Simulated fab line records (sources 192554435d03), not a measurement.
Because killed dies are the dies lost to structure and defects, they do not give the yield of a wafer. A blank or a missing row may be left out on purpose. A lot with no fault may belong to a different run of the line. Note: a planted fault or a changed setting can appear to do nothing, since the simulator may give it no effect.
Which tool is to blame? || flow n5 finfet || 14 lots with 42 wafers sampled at 2 steps, on a route of 1938 steps

== WHAT THE GAUGES SHOWED, per wafer ==
N5_BEOL_M3_CD_MEAS_18: pitch 36 nm, target cd 18 nm.
{"lot": "L589", "measured": "day 7 14:49", "on": "cd sem-03", "cd nm (nm)": "18.4 17.7 18.2"}
{"lot": "L591", "measured": "day 7 22:53", "on": "cd sem-03", "cd nm (nm)": "17.6 17.3 17.0"}
{"lot": "L590", "measured": "day 8 02:26", "on": "cd sem-01", "cd nm (nm)": "18.4 18.4 17.6"}
{"lot": "L592", "measured": "day 8 03:28", "on": "cd sem-03", "cd nm (nm)": "18.0 17.8 18.7"}
{"lot": "L595", "measured": "day 8 12:10", "on": "cd sem-01", "cd nm (nm)": "18.2 18.3 19.0"}
{"lot": "L594", "measured": "day 8 19:11", "on": "cd sem-03", "cd nm (nm)": "18.1 18.8 18.2"}
{"lot": "L597", "measured": "day 9 09:44", "on": "cd sem-03", "cd nm (nm)": "17.5 18.0 19.2"}
{"lot": "L599", "measured": "day 10 01:14", "on": "cd sem-03", "cd nm (nm)": "18.2 18.1 17.6"}
{"lot": "L601", "measured": "day 10 17:35", "on": "cd sem-01", "cd nm (nm)": "18.3 17.9 17.8"}
{"lot": "L603", "measured": "day 10 19:04", "on": "cd sem-03", "cd nm (nm)": "18.5 18.6 18.4"}
{"lot": "L607", "measured": "day 11 21:55", "on": "cd sem-01", "cd nm (nm)": "18.1 18.8 18.1"}
{"lot": "L608", "measured": "day 11 23:46", "on": "cd sem-02", "cd nm (nm)": "17.7 18.7 18.8"}
{"lot": "L609", "measured": "day 12 03:29", "on": "cd sem-01", "cd nm (nm)": "17.9 17.9 17.5"}
{"lot": "L611", "measured": "day 12 17:44", "on": "cd sem-01", "cd nm (nm)": "18.2 18.4 18.0"}

== TOOL THAT RAN EACH LOT (tool first, then ch and the chambers of the sampled wafers, then the start) ==
{"lot": "L589", "N5_BEOL_M3_ETCH_74": "rie diel-03 ch 0,1,2, day 7 14:12"}
{"lot": "L591", "N5_BEOL_M3_ETCH_74": "rie diel-01 ch 0,1, day 7 22:30"}
{"lot": "L590", "N5_BEOL_M3_ETCH_74": "rie diel-03 ch 0,2,3, day 8 02:02"}
{"lot": "L592", "N5_BEOL_M3_ETCH_74": "rie diel-05 ch 0,2, day 8 03:04"}
{"lot": "L595", "N5_BEOL_M3_ETCH_74": "rie diel-03 ch 1,2,3, day 8 11:46"}
{"lot": "L594", "N5_BEOL_M3_ETCH_74": "rie diel-05 ch 0,2, day 8 18:48"}
{"lot": "L597", "N5_BEOL_M3_ETCH_74": "rie diel-01 ch 0,2,3, day 9 09:18"}
{"lot": "L599", "N5_BEOL_M3_ETCH_74": "rie diel-05 ch 0,1,2, day 10 00:50"}
{"lot": "L601", "N5_BEOL_M3_ETCH_74": "rie diel-05 ch 0,1, day 10 17:02"}
{"lot": "L603", "N5_BEOL_M3_ETCH_74": "rie diel-03 ch 0,3, day 10 18:40"}
{"lot": "L607", "N5_BEOL_M3_ETCH_74": "rie diel-01 ch 0,1,2, day 11 21:26"}
{"lot": "L608", "N5_BEOL_M3_ETCH_74": "rie diel-03 ch 1,2,3, day 11 23:18"}
{"lot": "L609", "N5_BEOL_M3_ETCH_74": "rie diel-05 ch 0,1,2, day 12 03:05"}
{"lot": "L611", "N5_BEOL_M3_ETCH_74": "rie diel-01 ch 1,3, day 12 17:20"}
- N5_BEOL_M3_ETCH_74: etches underlayer in N2/H2, target depth 6.5 nm, time 5.2 s.

== WHAT THE TOOLS THEMSELVES READ (means of the sampled wafers that have a number; where no wafer has one, the mark that the record gives instead) ==
N5_BEOL_M3_ETCH_74.
{"lot": "L589", "tool": "rie diel-03", "drypump motor current A (A)": 5.5, "etch rf on time s (s)": 5.10, "oes product au (a.u.)": 0.67, "rf vpp V (V)": 523.4, "showerhead plenum p Torr (Torr)": 2.50, "throttle valve pct (%)": 17.99}
{"lot": "L591", "tool": "rie diel-01", "drypump motor current A (A)": 5.8, "etch rf on time s (s)": 5.25, "oes product au (a.u.)": 0.59, "rf vpp V (V)": 521.0, "showerhead plenum p Torr (Torr)": 2.44, "throttle valve pct (%)": 17.89}
{"lot": "L590", "tool": "rie diel-03", "drypump motor current A (A)": 6.0, "etch rf on time s (s)": 5.08, "oes product au (a.u.)": 0.67, "rf vpp V (V)": 522.7, "showerhead plenum p Torr (Torr)": 2.51, "throttle valve pct (%)": 17.87}
{"lot": "L592", "tool": "rie diel-05", "drypump motor current A (A)": 5.9, "etch rf on time s (s)": 5.10, "oes product au (a.u.)": 0.73, "rf vpp V (V)": 524.9, "showerhead plenum p Torr (Torr)": 2.55, "throttle valve pct (%)": 17.68}
{"lot": "L595", "tool": "rie diel-03", "drypump motor current A (A)": 5.4, "etch rf on time s (s)": 5.03, "oes product au (a.u.)": 0.73, "rf vpp V (V)": 523.9, "showerhead plenum p Torr (Torr)": 2.51, "throttle valve pct (%)": 17.92}
{"lot": "L594", "tool": "rie diel-05", "drypump motor current A (A)": 6.2, "etch rf on time s (s)": 5.10, "oes product au (a.u.)": 0.69, "rf vpp V (V)": 523.6, "showerhead plenum p Torr (Torr)": 2.51, "throttle valve pct (%)": 17.90}
{"lot": "L597", "tool": "rie diel-01", "drypump motor current A (A)": 6.0, "etch rf on time s (s)": 5.31, "oes product au (a.u.)": 0.67, "rf vpp V (V)": 521.9, "showerhead plenum p Torr (Torr)": 2.48, "throttle valve pct (%)": 17.75}
{"lot": "L599", "tool": "rie diel-05", "drypump motor current A (A)": 5.9, "etch rf on time s (s)": 5.24, "oes product au (a.u.)": 0.69, "rf vpp V (V)": 524.3, "showerhead plenum p Torr (Torr)": 2.54, "throttle valve pct (%)": 17.70}
{"lot": "L601", "tool": "rie diel-05", "drypump motor current A (A)": 6.1, "etch rf on time s (s)": 5.17, "oes product au (a.u.)": 0.67, "rf vpp V (V)": 521.0, "showerhead plenum p Torr (Torr)": 2.50, "throttle valve pct (%)": 17.91}
{"lot": "L603", "tool": "rie diel-03", "drypump motor current A (A)": 6.5, "etch rf on time s (s)": 5.07, "oes product au (a.u.)": 0.82, "rf vpp V (V)": 522.6, "showerhead plenum p Torr (Torr)": 2.49, "throttle valve pct (%)": 17.52}
{"lot": "L607", "tool": "rie diel-01", "drypump motor current A (A)": 5.8, "etch rf on time s (s)": 5.16, "oes product au (a.u.)": 0.72, "rf vpp V (V)": 525.0, "showerhead plenum p Torr (Torr)": 2.56, "throttle valve pct (%)": 17.67}
{"lot": "L608", "tool": "rie diel-03", "drypump motor current A (A)": 5.4, "etch rf on time s (s)": 4.99, "oes product au (a.u.)": 0.70, "rf vpp V (V)": 522.4, "showerhead plenum p Torr (Torr)": 2.50, "throttle valve pct (%)": 17.96}
{"lot": "L609", "tool": "rie diel-05", "drypump motor current A (A)": 5.9, "etch rf on time s (s)": 5.26, "oes product au (a.u.)": 0.68, "rf vpp V (V)": 524.2, "showerhead plenum p Torr (Torr)": 2.53, "throttle valve pct (%)": 17.71}
{"lot": "L611", "tool": "rie diel-01", "drypump motor current A (A)": 6.1, "etch rf on time s (s)": 5.23, "oes product au (a.u.)": 0.68, "rf vpp V (V)": 523.0, "showerhead plenum p Torr (Torr)": 2.53, "throttle valve pct (%)": 17.72}

== THE ANSWER, worked out from the rows above alone ==
Rule: what is usual is taken from the lots themselves. The widest of any qualifying gaps counts: lots, ordered by their means at a reading, are off when they make up no more than a third of the lots, leave a main group of 4 or more, and stand apart from it by 3 or more times the standard deviation of that group's means. A main group is skipped when, at the precision printed for the reading in the tables above, its means are all equal. Also off: a lot with no number at a reading for which 4 or more lots have one. Any other lot the step has rows for is counted as sound. First the gauges in route order, then the tools' own readings, where a lot's mean is used as printed above. The first step at which some lot is off is used, and at that step the reading that is off furthest; a lot without a number counts as furthest.
No lot is off on any of the readings shown, so nothing can be concluded from this.

== WHAT THE SIMULATOR HAD INSERTED ==
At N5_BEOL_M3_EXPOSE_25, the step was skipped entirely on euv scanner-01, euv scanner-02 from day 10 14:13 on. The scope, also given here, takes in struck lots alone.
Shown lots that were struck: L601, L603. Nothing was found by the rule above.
